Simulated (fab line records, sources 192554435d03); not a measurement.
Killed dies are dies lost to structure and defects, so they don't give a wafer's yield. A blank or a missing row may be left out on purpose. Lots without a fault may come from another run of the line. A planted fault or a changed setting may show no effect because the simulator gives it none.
Tool commonality check | flow n5_finfet | 9 lots, 27 wafers sampled

WHY IT WAS OPENED
At N5_WELL_APT_OVL_MEAS_09 the reading NWELL_OVL is flagged on 3 of 9 lots. Wafers without a fault read -3 nm, standard deviation 6.5.
Rule: a lot is flagged when every wafer of it that has a number lies more than 4 standard deviations from that mean, or none has a number. The other lots count as sound.

lot  | measured    | on         | NWELL_OVL (nm), wafer by wafer | flag
L225 | day 2 07:46 | overlay-02 | -10 -9 -18                     |
L231 | day 3 19:44 | overlay-02 | 1 -3 -6                        |
L236 | day 5 03:07 | overlay-01 | -3 2 1                         |
L240 | day 6 01:44 | overlay-02 | -1 0 -1                        |
L241 | day 6 08:35 | overlay-01 | 58 56 54                       | FLAGGED
L242 | day 6 13:46 | overlay-01 | 53 50 42                       | FLAGGED
L243 | day 6 19:59 | overlay-01 | -6 -3 0                        |
L244 | day 7 01:50 | overlay-01 | 53 44 46                       | FLAGGED
L245 | day 7 07:43 | overlay-02 | -9 -6 -4                       |
The numbers of the flagged lots are 51 nm on average: +54 nm against the usual, or +8 standard deviations.

WHICH TOOL RAN EACH LOT
The record holds 3 process steps before the reading, out of a route of 1938 steps. In each cell: the tool, then ch and the chambers that the sampled wafers went through, then the start.
lot  | flag    | N5_ZERO_LAYER_PECVD_02         | N5_ZERO_LAYER_DESCUM_16           | N5_WELL_APT_EXPOSE_05
L225 |         | pecvd-04 ch 1,2, day 2 06:18   | rie_diel-02 ch 0,2, day 2 06:42   | krf_scanner-01 ch 0, day 2 07:34
L231 |         | pecvd-02 ch 0,1, day 3 18:18   | rie_diel-03 ch 1,2, day 3 18:49   | krf_scanner-02 ch 0, day 3 19:32
L236 |         | pecvd-02 ch 0,1, day 5 00:17   | rie_diel-06 ch 0,2,3, day 5 02:05 | krf_scanner-02 ch 0, day 5 02:55
L240 |         | pecvd-04 ch 0,1, day 6 00:17   | rie_diel-02 ch 2,3, day 6 00:49   | krf_scanner-02 ch 0, day 6 01:32
L241 | FLAGGED | pecvd-04 ch 0,1, day 6 06:18   | rie_diel-03 ch 1,3, day 6 07:40   | krf_scanner-02 ch 0, day 6 08:23
L242 | FLAGGED | pecvd-03 ch 0,1,2, day 6 12:19 | rie_diel-03 ch 0,1,2, day 6 12:50 | krf_scanner-02 ch 0, day 6 13:34
L243 |         | pecvd-02 ch 1,2, day 6 18:19   | rie_diel-03 ch 1,3, day 6 18:55   | krf_scanner-01 ch 0, day 6 19:47
L244 | FLAGGED | pecvd-03 ch 1,2, day 7 00:17   | rie_diel-06 ch 2,3, day 7 00:48   | krf_scanner-02 ch 0, day 7 01:38
L245 |         | pecvd-04 ch 1,2, day 7 06:17   | rie_diel-02 ch 0,1,2, day 7 06:41 | krf_scanner-01 ch 0, day 7 07:32
What these steps do:
- N5_ZERO_LAYER_PECVD_02: deposits SiO2 from SiH4/N2O, target thk 10 nm, time 6 s.
- N5_ZERO_LAYER_DESCUM_16: chemistry O2, time 7.9 s.
- N5_WELL_APT_EXPOSE_05: exposes mask NWELL, defocus 0 nm, target cd 200 nm.
- N5_WELL_APT_OVL_MEAS_09

FLAGGED OVER TOTAL, TOOL BY TOOL (the gauges that took the reading come last)
step                    | tool           | lots run | flagged | share of the flagged lots | sound lots run after its first flagged lot
N5_ZERO_LAYER_PECVD_02  | pecvd-02       | 3        | 0       | none                      | -
N5_ZERO_LAYER_PECVD_02  | pecvd-03       | 2        | 2       | some                      | 0
N5_ZERO_LAYER_PECVD_02  | pecvd-04       | 4        | 1       | some                      | 1 (L245)
N5_ZERO_LAYER_DESCUM_16 | rie_diel-02    | 3        | 0       | none                      | -
N5_ZERO_LAYER_DESCUM_16 | rie_diel-03    | 4        | 2       | some                      | 1 (L243)
N5_ZERO_LAYER_DESCUM_16 | rie_diel-06    | 2        | 1       | some                      | 0
N5_WELL_APT_EXPOSE_05   | krf_scanner-01 | 3        | 0       | none                      | -
N5_WELL_APT_EXPOSE_05   | krf_scanner-02 | 6        | 3       | all                       | 0
N5_WELL_APT_OVL_MEAS_09 | overlay-01     | 5        | 3       | all                       | 1 (L243)
N5_WELL_APT_OVL_MEAS_09 | overlay-02     | 4        | 0       | none                      | -

WHAT THE TABLE ALLOWS
2 rows of the table ran every flagged lot: krf_scanner-02 at N5_WELL_APT_EXPOSE_05, overlay-01 at N5_WELL_APT_OVL_MEAS_09.
- krf_scanner-02 at N5_WELL_APT_EXPOSE_05: 3 of its 6 lots flagged. Its last sound lot is L240 (day 6 01:32), its first flagged lot L241 (day 6 08:23): a fault that began between those two fits.
- overlay-01 at N5_WELL_APT_OVL_MEAS_09: 3 of its 5 lots flagged. Sound lots ran on it after the first flagged one (L243), which a lasting fault on the whole tool wouldn't allow.
One tool is left: krf_scanner-02 at N5_WELL_APT_EXPOSE_05.

WHAT THE SIMULATOR HAD PUT IN
Scanner matching overlay: krf_scanner-02, from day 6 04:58 on, at N5_WELL_APT_EXPOSE_05. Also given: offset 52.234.
Lots struck among those shown: L241, L242, L244. The rule above found the same.
